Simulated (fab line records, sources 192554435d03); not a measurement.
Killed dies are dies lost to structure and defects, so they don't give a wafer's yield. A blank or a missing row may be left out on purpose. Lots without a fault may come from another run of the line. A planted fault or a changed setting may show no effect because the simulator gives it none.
fab line records | flow n5_finfet
record lots=10 wafers=30 last_day=17
route steps=1938 shown BEOL_M4@1064 BEOL_M5@1112
lots that met no fault: from a run of the same line without faults
start_h: hours from the record's first day to the start of the lot's first wafer shown | wait_h: hours since the lot's step before | " the same as in the row above | L1.1+2: a row that stands for several wafers | - no value, or no start given | * or withheld: withheld | < > ~ a bound
route shown NAME@n: a module of which the file shows steps, and the number in the route of the first | usual: mean/standard deviation of fault-free wafers | same: alike in all rows | chamber/n: place in a boat | sites: the reading at each site | _std_site: their standard deviation | _edge_site: outer sites' mean less inner sites' | radius_mm: how far each site lies from the wafer's centre | mask NAME#n: copy n | behind: the tool/chamber that last shaped the wafer | hold: why the lot was held/for how many hours/how that ended | device: the transistor (n, p or np) that didn't switch | end of line: the same wafers' tests at the end of the route | a step without rows: its recipe alone | killed: dies lost to structure and defects at the first sort, not the wafer's yield | map: a wafer's dies, x killed, . not, _ none there
set.NAME: the setting as run; set.NAME@STEP: as run at that earlier step | model.NAME: the simulator's own value behind a step, which no gauge read
steps of the route over a sample of lots; a table a step, a row a wafer
services: from which hour (start_h, from the record's first day; less than 0 if before it) a tool's chamber was out of use, for how many hours, and why
## steps
# step N5_BEOL_M4_ETCH_70
# recipe chemistry=N2/H2 target=SOC target_depth_a=800 overetch_a=240 mask_material=SiARC temp_c=40 time_s=130 ion_energy_ev=200 pressure_mtorr=30 source_w=840 bias_w=150 n2_flow_sccm=200 h2_flow_sccm=200
# usual bias_w=150.0/0.48 drypump_motor_current_A=5.7/0.43 oes_product_au=0.58/0.065 rf_vpp_V=523.2/2.8 showerhead_plenum_p_Torr=2.52/0.095 throttle_valve_pct=17.74/0.19
# columns lot.wafer tool chamber start_h wait_h bias_w drypump_motor_current_A oes_product_au rf_hours_counter_h rf_vpp_V showerhead_plenum_p_Torr throttle_valve_pct
L352.3 rie_diel-03 0 197.56 0.0 150.5 6.1 0.58 110 522.1 2.45 17.71
L352.5 " 2 " " 150.4 6.2 0.54 - 519.8 2.44 17.98
L352.6 " 3 " " 150.5 5.6 0.64 - 521.4 2.48 17.70
L354.2 rie_diel-06 3 210.26 0.0 150.5 6.4 0.52 211 519.2 2.41 17.74
L354.3 " 1 " " 150.3 5.4 0.56 148 524.2 2.53 17.41
L354.4 " 0 " " 150.0 5.0 0.51 247 526.0 2.60 18.04
L355.1 rie_diel-06 0 217.04 0.0 149.6 5.1 0.51 249 527.0 2.60 18.05
L355.2 " 1 " " 149.8 5.4 0.56 151 523.1 2.53 17.41
L355.3 " 3 " " 149.4 6.4 0.53 213 520.7 2.41 17.75
L358.1 rie_diel-03 1 242.88 0.0 150.0 5.3 0.67 32 524.4 2.60 17.90
L358.5 " 3 " " 149.8 5.6 0.63 - 522.4 2.47 17.72
L358.6 " 2 " " 149.1 6.2 0.53 - 519.7 2.43 18.03
L361.1 rie_diel-03 0 257.95 0.0 149.7 6.1 0.57 129 522.3 2.44 17.72
L361.3 " 2 " " 150.2 6.2 0.53 200 520.3 2.43 18.02
L361.4 " 1 " " 150.7 5.3 0.66 37 526.7 2.59 17.87
L362.1 rie_diel-03 3 259.63 0.0 150.2 5.6 0.61 71 520.8 2.47 17.72
L362.2 " 1 " " 150.4 5.3 0.65 37 524.2 2.59 17.90
L362.6 " 2 " " 149.6 6.2 0.52 - 521.4 2.43 18.02
L363.1 rie_diel-05 0 262.98 0.0 149.3 5.7 0.51 221 524.4 2.51 17.86
L363.2 " 2 " " 149.7 5.7 0.53 216 526.2 2.61 17.51
L363.4 " 3 " " 149.7 5.2 0.62 44 523.8 2.48 17.88
L365.3 rie_diel-06 2 277.81 0.0 150.9 5.7 0.65 36 528.3 2.71 17.54
L365.4 " 1 " " 149.9 5.4 0.55 174 522.8 2.52 17.47
L365.5 " 1 " " 149.7 5.4 0.54 - 522.1 2.52 17.45
L366.1 rie_diel-03 1 286.16 0.0 150.3 5.3 0.64 47 524.8 2.59 17.90
L366.2 " 0 " " 149.9 6.1 0.56 140 521.0 2.43 17.74
L366.6 " 1 " " 149.8 5.3 0.64 - 524.0 2.59 17.91
L367.1 rie_diel-06 2 302.78 0.0 150.6 5.7 0.64 44 527.4 2.70 17.56
L367.2 " 0 " " 150.3 5.1 0.67 19 525.7 2.59 17.66
L367.5 " 2 " " 150.2 5.7 0.64 - 530.1 2.70 17.55
# step N5_BEOL_M4_STRIP_36
# recipe chemistry=N2/H2 power_w=450 temp_c=40 pressure_mtorr=20 rf_frequency_hz=6e+07 overash_fraction=0.3 bias_power_w=7 h2_frac=0.5 n2_flow_sccm=200 h2_flow_sccm=200
# usual drypump_motor_current_A=5.7/0.43 oes_product_au=0.80/0.095 rf_vpp_V=59.2/1.5 showerhead_plenum_p_Torr=2.52/0.095 throttle_valve_pct=23.53/0.26
# columns lot.wafer tool chamber start_h wait_h drypump_motor_current_A oes_product_au rf_hours_counter_h rf_vpp_V showerhead_plenum_p_Torr throttle_valve_pct
L352.3 rie_diel-03 0 197.73 0.0 6.1 0.80 110 57.5 2.44 23.40
L352.5 " 2 " " 6.3 0.73 - 57.6 2.44 23.87
L352.6 " 3 " " 5.6 0.88 - 58.7 2.48 23.53
L354.2 rie_diel-06 3 210.43 0.0 6.4 0.70 211 57.8 2.40 23.37
L354.3 " 1 " " 5.4 0.75 148 60.7 2.53 23.11
L354.4 " 0 " " 5.1 0.69 247 60.3 2.60 23.86
L355.1 rie_diel-06 0 217.21 0.0 5.0 0.68 249 61.5 2.60 23.85
L355.2 " 1 " " 5.4 0.75 151 59.6 2.53 23.10
L355.3 " 3 " " 6.4 0.69 213 59.8 2.40 23.38
L358.1 rie_diel-03 1 243.04 0.0 5.3 0.90 32 62.8 2.59 23.85
L358.5 " 3 " " 5.6 0.86 - 60.1 2.47 23.58
L358.6 " 2 " " 6.2 0.70 - 59.2 2.43 23.86
L361.1 rie_diel-03 0 258.12 0.0 6.1 0.77 129 60.4 2.43 23.49
L361.3 " 2 " " 6.2 0.70 200 59.9 2.43 23.86
L361.4 " 1 " " 5.3 0.90 37 59.1 2.59 23.83
L362.1 rie_diel-03 3 259.79 0.0 5.6 0.85 71 59.6 2.47 23.59
L362.2 " 1 " " 5.3 0.91 37 59.6 2.59 23.85
L362.6 " 2 " " 6.2 0.72 - 56.5 2.43 23.90
L363.1 rie_diel-05 0 263.14 0.0 5.7 0.69 221 58.1 2.50 23.59
L363.2 " 2 " " 5.6 0.72 216 58.9 2.61 23.21
L363.4 " 3 " " 5.2 0.87 44 57.3 2.47 23.85
L365.3 rie_diel-06 2 277.97 0.0 5.6 0.89 36 58.2 2.70 23.26
L365.4 " 1 " " 5.4 0.73 174 58.3 2.52 23.10
L365.5 " 1 " " 5.4 0.75 - 59.5 2.52 23.10
L366.1 rie_diel-03 1 286.32 0.0 5.3 0.89 47 60.8 2.58 23.84
L366.2 " 0 " " 6.1 0.78 140 60.1 2.43 23.47
L366.6 " 1 " " 5.3 0.88 - 59.0 2.58 23.89
L367.1 rie_diel-06 2 302.94 0.0 5.7 0.86 44 60.2 2.70 23.33
L367.2 " 0 " " 5.1 0.93 19 59.5 2.59 23.60
L367.5 " 2 " " 5.6 0.87 - 59.6 2.70 23.28
# step N5_BEOL_M4_ANNEAL_80
# recipe temp_c=400 time_s=240 ambient=vacuum
# usual heater_power_w=913/120
# columns lot.wafer tool chamber start_h wait_h heater_power_w
L352.3 pvd_sputter-01 - 199.27 0.0 882
L352.5 " - " " 995
L352.6 " - " " 1047
L354.2 pvd_sputter-03 - 214.02 0.0 969
L354.3 " - " " 785
L354.4 " - " " 951
L355.1 pvd_sputter-03 - 218.94 0.0 962
L355.2 " - " " 774
L355.3 " - " " 959
L358.1 pvd_sputter-01 - 244.57 0.0 999
L358.5 " - " " 989
L358.6 " - " " 884
L361.1 pvd_sputter-03 - 259.95 0.0 958
L361.3 " - " " 778
L361.4 " - " " 977
L362.1 pvd_sputter-02 - 261.52 0.0 880
L362.2 " - " " 923
L362.6 " - " " 911
L363.1 pvd_sputter-02 - 264.73 0.0 774
L363.2 " - " " 1138
L363.4 " - " " 903
L365.3 pvd_sputter-03 - 280.31 0.0 785
L365.4 " - " " 957
L365.5 " - " " 961
L366.1 pvd_sputter-01 - 287.72 0.0 1047
L366.2 " - " " 898
L366.6 " - " " 824
L367.1 pvd_sputter-01 - 304.31 0.0 910
L367.2 " - " " 1046
L367.5 " - " " 1019
# step N5_BEOL_M5_ILD_DEP_00
# recipe material=SiCOH_lowk target_thk_a=1406.4 temp_c=300 precursor=DEMS/porogen pressure_torr=5 rf_w=500 time_s=25.9
# usual heater_power_w=306/41 showerhead_plenum_p_Torr=5.742/0.016 susceptor_temp_C=300.00/0.19 throttle_valve_pct=13.9/0.85
# columns lot.wafer tool chamber start_h wait_h heater_power_w showerhead_plenum_p_Torr susceptor_temp_C throttle_valve_pct
L352.3 pecvd-04 1 203.06 0.5 340 5.731 299.85 15.3
L352.5 " 0 " " 293 5.723 299.88 13.9
L352.6 " 1 " " 347 5.736 299.99 14.9
L354.2 pecvd-03 2 219.07 0.7 262 5.743 296.63 13.1
L354.3 " 0 " " 229 5.731 296.52 14.2
L354.4 " 1 " " 302 5.762 296.74 14.4
L355.1 pecvd-03 1 222.47 0.8 341 5.771 296.62 14.2
L355.2 " 0 " " 261 5.735 297.13 14.0
L355.3 " 2 " " 240 5.749 296.95 13.0
L358.1 pecvd-02 2 248.10 0.8 277 5.739 300.12 13.5
L358.5 " 2 " " 280 5.742 299.80 13.5
L358.6 " 1 " " 275 5.730 300.26 14.0
L361.1 pecvd-02 0 263.47 0.8 380 5.715 300.15 14.9
L361.3 " 2 " " 311 5.760 299.98 13.7
L361.4 " 2 " " 243 5.756 300.11 13.4
L362.1 pecvd-04 2 265.17 0.8 344 5.760 300.11 12.2
L362.2 " 0 " " 290 5.725 299.75 13.7
L362.6 " 2 " " 343 5.773 300.14 12.6
L363.1 pecvd-04 0 268.27 0.8 311 5.724 300.29 13.8
L363.2 " 1 " " 309 5.723 300.09 15.1
L363.4 " 1 " " 324 5.702 299.98 15.2
L365.3 pecvd-03 2 283.90 0.5 221 5.730 299.97 13.3
L365.4 " 0 " " 283 5.725 300.15 14.2
L365.5 " 1 " " 335 5.780 300.25 14.3
L366.1 pecvd-03 2 291.27 0.8 204 5.723 299.91 13.2
L366.2 " 0 " " 305 5.746 300.23 13.9
L366.6 " 2 " " 220 5.735 299.68 13.3
L367.1 pecvd-02 0 307.84 0.8 364 5.752 300.14 14.8
L367.2 " 2 " " 292 5.748 300.01 13.4
L367.5 " 1 " " 306 5.742 299.87 14.1
## services
# columns tool chamber start_h hours kind
pecvd-04 0 174.70 5.5 scheduled_down
pecvd-02 1 207.07 5.5 scheduled_down
pecvd-02 2 213.03 5.5 scheduled_down
rie_diel-06 0 219.61 - clean
rie_diel-06 0 219.61 - consumable_replace:focus_ring
rie_diel-06 0 219.61 23.5 scheduled_down
rie_diel-06 0 219.61 23.5 vent_cycle
rie_diel-03 0 223.19 7.0 repair
rie_diel-06 3 249.82 7.8 repair
rie_diel-06 1 268.25 3.5 repair
pecvd-03 2 270.65 2.1 repair
rie_diel-05 1 280.42 2.5 repair
pecvd-03 1 288.67 5.5 scheduled_down
pvd_sputter-01 - 290.79 0.8 repair
pvd_sputter-01 - 294.87 7.9 repair
pecvd-03 0 303.45 5.0 repair
pecvd-02 - 303.54 3.5 repair
## key
first_sign step=N5_BEOL_M5_ILD_DEP_00 reading=susceptor_temp_C direction=down sigmas=17 usual=* struck=*
effect none on later readings
met_at N5_BEOL_M5_ILD_DEP_00
struck_lots L354,L355
not_acting_at N5_BEOL_M4_ETCH_70,N5_BEOL_M4_STRIP_36,N5_BEOL_M4_ANNEAL_80
fault kind=process_parameter_drift tool=pecvd-03 chamber=- onset_h=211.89 steps=N5_BEOL_M5_ILD_DEP_00 channel=temp_c offset=* shape=step end_h=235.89 acts_in=* stated=*
